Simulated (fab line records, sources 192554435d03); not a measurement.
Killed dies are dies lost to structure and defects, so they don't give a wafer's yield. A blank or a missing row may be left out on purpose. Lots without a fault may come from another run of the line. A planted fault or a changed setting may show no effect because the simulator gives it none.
Which tool did it? | flow n5_finfet | 9 lots, 27 wafers sampled, at 6 steps of a route of 1938

WHAT THE GAUGES READ, wafer by wafer
N5_BEOL_M3_CD_MEAS_28: target cd 25.7 nm, target cd y 23.3 nm.
lot  | measured     | on        | cd_nm (nm)
L452 | day 8 05:49  | cd_sem-01 | 25.48 25.79 25.31
L455 | day 8 09:58  | cd_sem-03 | 26.05 25.78 26.17
L454 | day 8 13:04  | cd_sem-03 | 25.75 25.65 25.80
L458 | day 9 08:43  | cd_sem-02 | 25.40 25.61 25.53
L462 | day 10 11:34 | cd_sem-03 | 25.43 25.78 25.55
L464 | day 10 18:02 | cd_sem-01 | 26.09 25.81 25.96
L468 | day 11 22:58 | cd_sem-01 | 26.02 25.60 25.69
L470 | day 12 15:26 | cd_sem-02 | 25.74 25.76 25.69
L472 | day 13 05:52 | cd_sem-02 | 25.83 25.82 25.53

N5_BEOL_M3_OCD_MEAS_38.
lot  | measured     | on     | trench_depth_nm (nm)
L452 | day 8 16:20  | ocd-02 | 56.0 55.0 54.6
L455 | day 8 20:01  | ocd-01 | 56.5 55.7 55.8
L454 | day 8 20:27  | ocd-01 | 53.9 55.5 55.2
L458 | day 9 14:22  | ocd-02 | 54.5 56.2 53.9
L462 | day 10 22:14 | ocd-01 | 55.2 55.3 55.7
L464 | day 10 22:57 | ocd-02 | 54.9 57.5 55.7
L468 | day 12 06:10 | ocd-01 | 0 0.4 0
L470 | day 12 16:47 | ocd-01 | 0 0 0
L472 | day 13 17:51 | ocd-02 | 56.8 53.3 56.8

N5_BEOL_M4_RC_MEAS_101.
lot  | measured     | on        | DIBL_N (mV/V)  | DIBL_P (mV/V)  | IOFF_N (nA/um) | IOFF_P (nA/um) | ION_N (uA/um) | ION_P (uA/um) | SS_N (mV/dec)  | SS_P (mV/dec)  | VT_N (mV)   | VT_P (mV)
L452 | day 9 10:38  | prober-02 | 37.8 42.0 34.8 | 36.2 40.1 33.9 | 0.15 0.27 0.13 | 0.21 0.27 0.18 | 666 682 680   | 459 458 468   | 71.6 73.9 71.1 | 72.7 74.7 72.6 | 250 245 252 | -249 -249 -251
L455 | day 9 15:41  | prober-02 | 36.5 34.4 33.4 | 36.7 34.7 32.6 | 0.15 0.12 0.11 | 0.19 0.16 0.14 | 653 667 650   | 448 453 442   | 71.6 71.0 70.7 | 73.3 72.7 71.6 | 254 254 257 | -258 -257 -257
L454 | day 9 21:14  | prober-02 | 35.1 36.8 35.6 | 35.1 37.9 36.8 | 0.14 0.16 0.15 | 0.18 0.22 0.21 | 679 668 680   | 466 460 469   | 71.7 71.1 70.9 | 72.6 74.0 72.8 | 252 253 250 | -252 -251 -249
L458 | day 10 21:10 | prober-01 | 35.9 37.0 38.1 | 35.8 38.1 38.4 | 0.14 0.17 0.18 | 0.16 0.21 0.22 | 675 661 685   | 454 455 465   | 71.9 71.1 72.2 | 73.2 74.0 74.1 | 254 250 250 | -256 -252 -254
L462 | day 11 14:56 | prober-01 | 32.7 36.4 33.4 | 34.8 38.2 34.6 | 0.12 0.18 0.12 | 0.18 0.23 0.18 | 655 670 665   | 459 466 460   | 70.9 72.2 71.6 | 72.7 73.1 72.6 | 252 249 253 | -252 -249 -252
L464 | day 12 08:23 | prober-01 | 35.5 33.3 35.3 | 35.2 32.9 34.6 | 0.13 0.11 0.14 | 0.18 0.16 0.18 | 650 656 665   | 451 459 452   | 71.8 70.9 71.5 | 73.1 72.7 73.1 | 252 254 253 | -251 -254 -251
L472 | day 14 14:19 | prober-02 | 38.1 35.2 35.7 | 37.1 34.2 34.4 | 0.19 0.14 0.14 | 0.25 0.19 0.21 | 669 680 678   | 458 466 474   | 71.4 71.2 71.6 | 73.8 72.6 73.6 | 249 251 249 | -248 -250 -248

WHICH TOOL RAN EACH LOT (tool, then ch and the chambers of the sampled wafers, then the start)
lot  | N5_BEOL_M3_ETCH_70                 | N5_BEOL_M3_TRENCH_ETCH_37          | N5_BEOL_M3_STRIP_97
L452 | rie_diel-01 ch 0,1,3, day 8 15:59  | rie_diel-01 ch 0,1,3, day 8 16:11  | rie_diel-01 ch 0,1,3, day 8 16:20 or earlier
L455 | rie_diel-03 ch 1,2, day 8 19:40    | rie_diel-03 ch 1,2, day 8 19:52    | rie_diel-03 ch 1,2, day 8 20:01 or earlier
L454 | rie_diel-01 ch 0,3, day 8 20:06    | rie_diel-01 ch 0,3, day 8 20:18    | rie_diel-01 ch 0,3, day 8 20:27 or earlier
L458 | rie_diel-01 ch 1,2, day 9 14:00    | rie_diel-01 ch 1,2, day 9 14:12    | rie_diel-01 ch 1,2, day 9 14:22 or earlier
L462 | rie_diel-03 ch 0,2,3, day 10 21:53 | rie_diel-03 ch 0,2,3, day 10 22:05 | rie_diel-03 ch 0,2,3, day 10 22:14 or earlier
L464 | rie_diel-06 ch 0,1,3, day 10 22:35 | rie_diel-06 ch 0,1,3, day 10 22:47 | rie_diel-06 ch 0,1,3, day 10 22:57 or earlier
L468 | rie_diel-06 ch 1,2,3, day 12 05:49 | rie_diel-06 ch 1,2,3, day 12 06:01 | rie_diel-06 ch 1,2,3, day 12 06:10 or earlier
L470 | rie_diel-01 ch 0,2,3, day 12 16:26 | rie_diel-01 ch 0,3, day 12 16:38   | rie_diel-01 ch 0,3, day 12 16:47 or earlier
L472 | rie_diel-06 ch 1,2, day 13 17:29   | rie_diel-06 ch 1,2, day 13 17:41   | rie_diel-06 ch 1,2, day 13 17:51 or earlier
- N5_BEOL_M3_ETCH_70: etches SOC in N2/H2, target depth 80 nm, overetch 16 nm, time 120 s.
- N5_BEOL_M3_TRENCH_ETCH_37: etches SiOC in C4F6/O2, target depth 55.555 nm, time 29.2 s.
- N5_BEOL_M3_STRIP_97: strips in N2/H2, time 10 s.

WHAT THE TOOLS THEMSELVES READ (means of the sampled wafers that have a number; where no wafer has one, the mark that the record gives instead)
N5_BEOL_M3_ETCH_70.
lot  | tool        | bias_w (W) | chamber_pressure_mTorr (mTorr) | drypump_motor_current_A (A) | oes_product_au (a.u.) | rf_vpp_V (V) | showerhead_plenum_p_Torr (Torr) | throttle_valve_pct (%)
L452 | rie_diel-01 | 150.0      | 30.008                         | 6.0                         | 0.59                  | 521.8        | 2.48                            | 17.78
L455 | rie_diel-03 | 150.0      | 29.981                         | 5.1                         | 0.61                  | 523.9        | 2.54                            | 17.91
L454 | rie_diel-01 | 149.9      | 29.989                         | 6.2                         | 0.63                  | 522.9        | 2.49                            | 17.55
L458 | rie_diel-01 | 150.5      | 29.973                         | 5.9                         | 0.58                  | 524.0        | 2.58                            | 17.84
L462 | rie_diel-03 | 149.9      | 30.000                         | 5.1                         | 0.62                  | 523.1        | 2.54                            | 17.86
L464 | rie_diel-06 | 149.7      | 29.994                         | 5.9                         | 0.65                  | 524.8        | 2.57                            | 17.67
L468 | rie_diel-06 | 149.5      | 29.988                         | 5.7                         | 0.60                  | 525.7        | 2.58                            | 17.84
L470 | rie_diel-01 | 150.1      | 29.995                         | 6.0                         | 0.59                  | 524.1        | 2.55                            | 17.74
L472 | rie_diel-06 | 150.7      | 30.035                         | 5.5                         | 0.62                  | 525.3        | 2.60                            | 17.96

N5_BEOL_M3_TRENCH_ETCH_37.
lot  | tool        | C4F6_flow_sccm (sccm) | O2_flow_sccm (sccm) | drypump_motor_current_A (A) | oes_product_au (a.u.) | rf_vpp_V (V) | showerhead_plenum_p_Torr (Torr) | throttle_valve_pct (%)
L452 | rie_diel-01 | 10.005                | 9.983               | 6.0                         | 0.76                  | 673          | 2.77                            | 20.83
L455 | rie_diel-03 | 9.975                 | 10.026              | 5.1                         | 0.80                  | 663          | 2.84                            | 20.89
L454 | rie_diel-01 | 10.003                | 9.973               | 6.2                         | 0.81                  | 675          | 2.79                            | 20.61
L458 | rie_diel-01 | 9.987                 | 10.024              | 5.8                         | 0.76                  | 672          | 2.90                            | 20.96
L462 | rie_diel-03 | 10.018                | 10.028              | 5.1                         | 0.80                  | 667          | 2.83                            | 20.83
L464 | rie_diel-06 | 9.980                 | 9.992               | 6.0                         | 0.84                  | 664          | 2.88                            | 20.69
L468 | rie_diel-06 | -                     | -                   | -                           | -                     | -            | -                               | -
L470 | rie_diel-01 | -                     | -                   | -                           | -                     | -            | -                               | -
L472 | rie_diel-06 | 10.019                | 9.999               | 5.5                         | 0.81                  | 661          | 2.94                            | 21.10

N5_BEOL_M3_STRIP_97.
lot  | tool        | drypump_motor_current_A (A) | oes_product_au (a.u.) | rf_vpp_V (V) | showerhead_plenum_p_Torr (Torr) | throttle_valve_pct (%)
L452 | rie_diel-01 | 6.1                         | 0.76                  | 58.3         | 2.47                            | 23.56
L455 | rie_diel-03 | 5.1                         | 0.80                  | 60.1         | 2.54                            | 23.80
L454 | rie_diel-01 | 6.2                         | 0.82                  | 58.6         | 2.48                            | 23.29
L458 | rie_diel-01 | 5.9                         | 0.75                  | 58.9         | 2.58                            | 23.56
L462 | rie_diel-03 | 5.1                         | 0.80                  | 58.9         | 2.54                            | 23.75
L464 | rie_diel-06 | 5.9                         | 0.84                  | 59.7         | 2.57                            | 23.52
L468 | rie_diel-06 | 5.7                         | 0.79                  | 59.7         | 2.58                            | 23.66
L470 | rie_diel-01 | 6.2                         | 0.74                  | 58.7         | 2.50                            | 23.58
L472 | rie_diel-06 | 5.4                         | 0.81                  | 59.0         | 2.60                            | 23.82

THE ANSWER, worked out from the rows above alone
Rule: what is usual is taken from the lots themselves. Put in order of their means at a reading, lots are off if they are a third of the lots or fewer, leave a main group of 4 or more, and stand apart from it by a gap of 3 or more times the standard deviation of the main group's means; of several such gaps the widest counts. A main group whose means are all the same, to the digits that the tables above print for the reading, isn't used. A lot without any number at a reading at which 4 lots or more have one is off too. The other lots that the step has rows for count as sound. The gauges are gone through in route order, then the tools' own readings, and for those a lot's mean is taken as printed above. The first step at which some lot is off is used, and at that step the reading that is off furthest; a lot without a number counts as furthest.
Off: L468, L470, at N5_BEOL_M3_OCD_MEAS_38 (trench_depth_nm). The main group: mean 55.4 nm, standard deviation 0.45.
A tool fits if, at a process step before that reading, it ran every lot that is off, and no sound lot after the first of them. The gauges at N5_BEOL_M3_OCD_MEAS_38 aren't tried: what is off there is off at N5_BEOL_M3_TRENCH_ETCH_37 too, on other tools, and a gauge's error can't cause that. N5_BEOL_M3_STRIP_97 gives no start for some lots, so the hours and the order of its lots are those of N5_BEOL_M3_OCD_MEAS_38. None of those tried fits.

WHAT THE SIMULATOR HAD PUT IN
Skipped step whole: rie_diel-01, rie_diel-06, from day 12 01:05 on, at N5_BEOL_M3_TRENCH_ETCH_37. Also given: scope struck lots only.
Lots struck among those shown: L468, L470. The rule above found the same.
